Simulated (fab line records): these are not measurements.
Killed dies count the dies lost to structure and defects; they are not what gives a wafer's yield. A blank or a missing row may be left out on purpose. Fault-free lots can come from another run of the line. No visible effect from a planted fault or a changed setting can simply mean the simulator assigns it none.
fab line records	flow nandHarc	part 2 of 2: steps 5 to 6 of 6
[record] lots = 24	wafers = 72	lastDay = 24
route steps=1159 shown A_STAIRCASE@699 A_SGD_CUT@759
lots that met no fault: from a run of the same line without faults
startH: the number of hours between the record's first day and the start of the first shown wafer of the lot	waitH: time in hours since the lot's previous step	" identical to the entry in the row above	L1.1+2: a single row standing in for several wafers	- value missing, or start not given	* or withheld: withheld	< > ~ a bound
route shown NAME@n: a module of which the file shows steps, and the number in the route of the first	usual: mean/standard deviation taken from wafers without a fault	same: alike in all rows	chamber/n: place in a boat	sites: per-site readings	_std_site: standard deviation across them	_edge_site: mean of outer sites minus mean of inner sites	radiusMm: how far each site lies from the wafer's centre	mask NAME#n: copy n	behind: the last tool/chamber to shape the wafer	hold: why the lot went on hold/how many hours it stayed there/how the hold came to an end	device: the transistor (n, p or np) that didn't switch	end of line: tests run on the same wafers once the route is complete	for a step that has no rows: nothing shown but its recipe	killed: at the first sort, the dies lost to defects and structure; wafer yield is something else	map: the dies of a wafer, with x for killed, . for not killed, _ for no die there
set.NAME: the setting the step ran with; set.NAME@STEP: the setting that earlier step ran with	model.NAME: the simulator's own value behind a step, which no gauge read
route steps across a sampled set of lots; one table per step, one row per wafer
services: a tool's chamber out of use, with start hour (startH, from the record's first day; less than 0 if before it), hours out, and reason
[[steps]]
[step NHARC_A_SGD_CUT_ETCH_58]
[recipe] targetDepthA = 390	overEtchFrac = 0.3	timeS = 65	ionEnergyEv = 80	cf4FlowSccm = 150	arFlowSccm = 0	rfW = 300	biasW = 100	chemistry = CF4
[usual] drypumpMotorCurrentA = 5.6/0.48	oesProductAu = 1.001/0.0075	rfVppV = 151.2/1.1	showerheadPlenumPTorr = 1.77/0.062	throttleValvePct = 13.284/0.0092
lot.wafer	tool	chamber	startH	waitH	drypumpMotorCurrentA	oesProductAu	rfHoursCounterH	rfVppV	showerheadPlenumPTorr	throttleValvePct
L075.4	rieDiel-02	0	314.90	0.1	5.5	1.004	10	148.0	1.67	13.297
L075.3	"	1	"	"	6.1	1.007	10	150.7	1.69	13.288
L075.5	"	0	"	"	5.5	0.997	-	149.6	1.67	13.290
L074.3	rieDiel-04	1	315.32	0.1	5.2	0.994	1	152.8	1.88	13.281
L074.2	"	3	"	"	6.5	1.003	1	151.6	1.78	13.276
L074.6	"	2	"	"	5.3	1.001	-	151.7	1.77	13.294
L076.2	rieDiel-03	2	315.66	0.1	5.0	1.008	11	149.9	1.71	13.292
L076.5	"	1	"	"	5.9	0.996	-	150.6	1.75	13.286
L076.6	"	2	"	"	5.0	1.003	-	150.8	1.71	13.285
L080.1	rieDiel-04	2	333.45	0.1	5.3	0.994	3	151.3	1.77	13.291
L080.6	"	3	"	"	6.5	1.004	-	151.0	1.78	13.291
L080.5	"	0	"	"	5.3	1.004	-	151.9	1.87	13.282
L078.3	rieDiel-03	2	333.78	0.1	5.0	1.004	14	150.0	1.71	13.288
L078.4	"	3	"	"	5.0	1.006	13	151.1	1.74	13.271
L078.5	"	3	"	"	5.0	0.989	-	149.0	1.74	13.296
L077.3	rieDiel-03	3	334.25	0.4	5.0	0.988	13	150.8	1.74	13.292
L077.5	"	2	"	"	5.0	0.998	-	149.8	1.71	13.293
L077.6	"	3	"	"	5.0	0.998	-	150.6	1.74	13.287
L079.3	rieDiel-04	0	334.47	0.1	5.4	0.999	4	153.5	1.87	13.292
L079.2	"	3	"	"	6.5	1.009	4	151.9	1.78	13.299
L079.6	"	0	"	"	5.4	0.995	-	151.7	1.87	13.271
L081.1	rieDiel-04	1	347.10	0.1	5.2	0.996	4	152.3	1.88	13.280
L081.2	"	2	"	"	5.3	0.986	4	151.7	1.77	13.286
L081.6	"	0	"	"	5.3	0.996	-	152.6	1.87	13.288
L083.2	rieDiel-04	3	358.27	0.1	6.5	1.007	6	150.2	1.78	13.277
L083.4	"	0	"	"	5.3	0.999	6	152.0	1.87	13.292
L083.3	"	1	"	"	5.3	1.004	6	152.0	1.88	13.282
L082.4	rieDiel-03	3	358.76	0.1	5.0	0.998	16	151.9	1.74	13.280
L082.2	"	0	"	"	6.0	0.994	16	153.0	1.83	13.281
L082.6	"	3	"	"	5.0	0.987	-	150.8	1.74	13.287
L084.1	rieDiel-02	3	370.85	0.1	5.5	1.008	1	150.1	1.73	13.285
L084.6	"	3	"	"	5.5	1.006	-	150.7	1.73	13.266
L084.5	"	0	"	"	5.5	1.016	-	149.6	1.67	13.286
L086.2	rieDiel-02	3	384.39	0.1	5.5	1.008	2	151.6	1.73	13.284
L086.3	"	1	"	"	6.1	1.005	3	149.5	1.68	13.281
L086.5	"	3	"	"	5.5	1.008	-	151.5	1.73	13.283
L085.1	rieDiel-04	1	384.63	0.1	5.2	1.006	7	151.7	1.88	13.284
L085.6	"	3	"	"	6.5	1.010	-	149.9	1.78	13.280
L085.5	"	0	"	"	5.4	0.993	-	153.2	1.87	13.261
L087.2	rieDiel-03	0	384.80	0.1	6.1	1.004	18	153.3	1.83	13.264
L087.3	"	2	"	"	5.1	1.002	21	150.3	1.71	13.274
L087.5	"	0	"	"	6.0	1.006	-	153.4	1.83	13.294
L089.3	rieDiel-02	3	400.66	0.1	5.5	1.002	4	151.0	1.73	13.278
L089.2	"	0	"	"	5.5	1.008	4	151.5	1.67	13.276
L089.5	"	1	"	"	6.1	0.994	-	150.1	1.68	13.286
L088.2	rieDiel-02	2	401.00	0.1	6.1	0.983	4	149.9	1.79	13.284
L088.4	"	1	"	"	6.0	0.998	4	149.1	1.68	13.288
L088.5	"	3	"	"	5.5	1.009	-	151.4	1.73	13.285
L090.3	rieDiel-04	2	405.51	0.1	5.3	1.006	10	151.7	1.77	13.292
L090.1	"	3	"	"	6.5	1.015	11	150.4	1.78	13.297
L090.5	"	1	"	"	5.3	1.001	-	151.7	1.88	13.279
L091.1	rieDiel-03	1	405.76	0.1	5.9	0.993	0	150.3	1.75	13.256
L091.6	"	0	"	"	6.1	1.005	-	152.9	1.83	13.287
L091.5	"	1	"	"	5.9	0.992	-	151.8	1.75	13.282
L092.4	rieDiel-03	3	410.65	0.1	5.0	1.004	1	150.6	1.74	13.278
L092.1	"	0	"	"	6.1	0.994	1	152.9	1.83	13.287
L092.6	"	3	"	"	5.0	0.999	-	151.5	1.74	13.277
L093.3	rieDiel-02	1	410.85	0.1	6.1	0.999	5	150.8	1.68	13.275
L093.2	"	2	"	"	6.1	1.003	5	151.9	1.79	13.286
L093.6	"	1	"	"	6.0	1.012	-	150.1	1.68	13.281
L095.3	rieDiel-03	0	421.84	0.1	6.0	1.004	2	151.3	1.83	13.294
L095.6	"	3	"	"	5.0	1.002	-	150.5	1.74	13.287
L095.5	"	0	"	"	6.0	1.006	-	151.7	1.83	13.295
L094.1	rieDiel-04	0	421.93	0.1	5.4	1.010	13	153.1	1.86	13.286
L094.3	"	1	"	"	5.2	1.012	11	152.9	1.88	13.278
L094.5	"	3	"	"	6.5	1.007	-	151.7	1.78	13.286
L096.1	rieDiel-03	0	422.29	0.1	6.1	1.017	3	150.2	1.83	13.269
L096.2	"	2	"	"	5.0	1.013	3	150.6	1.71	13.296
L096.3	"	3	"	"	5.0	1.006	3	150.6	1.74	13.284
L097.3	rieDiel-03	2	456.06	0.1	5.0	1.006	5	150.6	1.71	13.274
L097.2	"	3	"	"	5.0	0.992	5	149.4	1.74	13.279
L097.5	"	2	"	"	5.1	1.007	-	150.2	1.71	13.289
[step NHARC_A_SGD_CUT_ETCH_15]
[recipe] targetDepthA = 750	timeS = 64.3	ch3fFlowSccm = 50	o2FlowSccm = 30	arFlowSccm = 200	rfW = 500	biasW = 100	chemistry = CH3F/O2
[usual] drypumpMotorCurrentA = 5.6/0.45	oesProductAu = 0.960/0.018	rfVppV = 263.9/1.5	showerheadPlenumPTorr = 2.46/0.093	throttleValvePct = 20.663/0.0095
lot.wafer	tool	chamber	startH	waitH	drypumpMotorCurrentA	oesProductAu	rfHoursCounterH	rfVppV	showerheadPlenumPTorr	throttleValvePct
L075.4	rieDiel-02	0	-	-	5.5	0.976	10	261.7	2.32	20.673
L075.3	"	1	"	"	6.1	0.955	10	262.7	2.34	20.661
L075.5	"	0	"	"	5.5	0.973	-	261.8	2.32	20.667
L074.2	rieDiel-04	3	-	-	6.5	0.986	1	264.4	2.48	20.659
L074.3	"	0	"	"	5.4	0.959	1	266.0	2.60	20.658
L074.6	"	3	"	"	6.5	0.982	-	264.0	2.48	20.657
L076.2	rieDiel-03	0	-	-	6.1	0.954	10	266.2	2.55	20.671
L076.6	"	1	"	"	5.8	0.968	-	263.1	2.43	20.657
L076.5	"	2	"	"	5.1	0.982	-	262.2	2.38	20.629
L080.1	rieDiel-04	0	-	-	5.3	0.982	3	265.6	2.60	20.669
L080.5	"	0	"	"	5.3	0.973	-	265.0	2.60	20.668
L080.6	"	1	"	"	5.2	0.968	-	266.5	2.62	20.655
L078.3	rieDiel-03	1	-	-	5.9	0.943	14	262.3	2.43	20.662
L078.4	"	3	"	"	5.0	0.943	13	264.6	2.42	20.679
L078.5	"	1	"	"	5.8	0.930	-	262.8	2.43	20.653
L077.3	rieDiel-03	2	-	-	5.0	0.932	15	263.0	2.37	20.654
L077.5	"	1	"	"	5.8	0.938	-	262.3	2.43	20.666
L077.6	"	2	"	"	5.1	0.941	-	262.5	2.37	20.678
L079.2	rieDiel-04	0	-	-	5.3	0.960	4	265.0	2.60	20.660
L079.3	"	2	"	"	5.3	0.975	4	262.7	2.46	20.675
L079.6	"	1	"	"	5.2	0.963	-	266.5	2.62	20.676
L081.2	rieDiel-04	0	-	-	5.3	0.926	5	265.9	2.60	20.645
L081.1	"	2	"	"	5.3	0.919	5	263.6	2.46	20.657
L081.6	"	3	"	"	6.5	0.928	-	264.0	2.48	20.665
L083.4	rieDiel-04	1	-	-	5.3	0.984	6	265.1	2.62	20.656
L083.2	"	2	"	"	5.3	0.976	6	263.8	2.46	20.674
L083.3	"	3	"	"	6.5	0.971	6	264.0	2.47	20.670
L082.4	rieDiel-03	2	-	-	5.0	0.971	18	262.7	2.37	20.675
L082.2	"	3	"	"	5.0	0.967	16	264.2	2.42	20.662
L082.6	"	3	"	"	5.0	0.959	-	263.1	2.42	20.664
L084.1	rieDiel-02	1	-	-	6.1	0.957	2	261.8	2.34	20.667
L084.6	"	0	"	"	5.5	0.967	-	261.7	2.32	20.668
L084.5	"	1	"	"	6.1	0.952	-	261.6	2.34	20.678
L086.3	rieDiel-02	2	-	-	6.0	0.973	3	264.4	2.49	20.670
L086.2	"	0	"	"	5.5	0.971	3	262.2	2.32	20.653
L086.5	"	2	"	"	6.1	0.978	-	264.7	2.48	20.676
L085.1	rieDiel-04	1	-	-	5.3	0.963	7	267.2	2.62	20.680
L085.6	"	1	"	"	5.2	0.957	-	264.6	2.62	20.657
L085.5	"	2	"	"	5.3	0.973	-	264.5	2.46	20.669
L087.2	rieDiel-03	2	-	-	5.0	0.977	21	260.2	2.37	20.661
L087.3	"	0	"	"	6.0	0.957	18	266.7	2.55	20.667
L087.5	"	2	"	"	5.0	0.975	-	263.6	2.37	20.669
L089.2	rieDiel-02	1	-	-	6.0	0.976	4	262.6	2.34	20.653
L089.3	"	3	"	"	5.5	0.963	4	263.6	2.40	20.666
L089.5	"	0	"	"	5.5	0.977	-	261.1	2.32	20.669
L088.2	rieDiel-02	2	-	-	6.1	0.984	4	263.7	2.49	20.647
L088.4	"	3	"	"	5.5	0.969	4	262.9	2.40	20.649
L088.5	"	2	"	"	6.1	0.978	-	264.8	2.49	20.660
L090.3	rieDiel-04	3	-	-	6.5	0.982	11	264.7	2.47	20.671
L090.1	"	0	"	"	5.3	0.972	11	266.6	2.60	20.660
L090.5	"	1	"	"	5.3	0.957	-	265.2	2.61	20.667
L091.1	rieDiel-03	1	-	-	5.8	0.977	1	263.9	2.43	20.668
L091.6	"	3	"	"	5.0	0.962	-	262.6	2.42	20.660
L091.5	"	0	"	"	6.1	0.969	-	266.0	2.55	20.648
L092.4	rieDiel-03	2	-	-	5.0	0.972	1	262.8	2.37	20.672
L092.1	"	0	"	"	6.1	0.976	1	266.3	2.55	20.673
L092.6	"	2	"	"	5.1	0.976	-	262.5	2.37	20.652
L093.2	rieDiel-02	3	-	-	5.5	0.916	5	262.4	2.40	20.649
L093.3	"	0	"	"	5.5	0.924	5	260.4	2.32	20.663
L093.6	"	0	"	"	5.5	0.935	-	263.7	2.31	20.667
L095.3	rieDiel-03	3	-	-	5.0	0.968	3	263.2	2.42	20.662
L095.5	"	1	"	"	5.9	0.969	-	263.0	2.42	20.654
L095.6	"	2	"	"	5.1	0.969	-	262.9	2.37	20.662
L094.1	rieDiel-04	0	-	-	5.3	0.937	13	265.5	2.60	20.670
L094.3	"	1	"	"	5.3	0.942	12	266.6	2.61	20.664
L094.5	"	0	"	"	5.4	0.930	-	266.3	2.60	20.670
L096.2	rieDiel-03	2	-	-	5.1	0.943	3	263.5	2.37	20.652
L096.3	"	3	"	"	5.0	0.957	3	262.1	2.42	20.664
L096.1	"	0	"	"	6.1	0.962	3	264.7	2.55	20.672
L097.3	rieDiel-03	1	-	-	5.9	0.936	5	261.8	2.42	20.664
L097.2	"	3	"	"	5.0	0.956	6	263.3	2.42	20.666
L097.5	"	1	"	"	5.9	0.946	-	262.7	2.42	20.648
[[services]]
tool	chamber	startH	hours	kind
rieDiel-03	-	252.49	0.2	repair
rieDiel-12	2	285.43	4.8	repair
rieDiel-04	-	288.90	9.0	pm
rieDiel-02	0	289.72	5.5	repair
pecvd-02	-	290.31	1.0	repair
rieDiel-04	2	298.23	2.7	repair
rieDiel-02	3	307.06	2.3	repair
rieDiel-01	-	314.99	9.0	pm
rieDiel-02	1	326.67	5.9	repair
rieDiel-02	-	327.70	9.0	pm
pecvd-02	-	334.04	13.0	pm
rieDiel-12	3	334.04	1.7	repair
rieDiel-10	-	354.21	9.0	pm
rieDiel-10	0	368.20	1.4	repair
rieDiel-01	-	370.63	0.4	repair
rieDiel-04	1	372.98	6.7	repair
rieDiel-03	0	373.75	1.7	repair
rieDiel-12	-	379.62	9.0	pm
rieDiel-03	-	392.52	9.0	pm
rieDiel-04	-	396.78	0.3	repair
rieDiel-10	2	425.16	2.2	repair
rieDiel-01	-	437.94	0.2	repair
pecvd-02	2	443.88	5.0	repair
rieDiel-10	2	445.18	28.2	repair
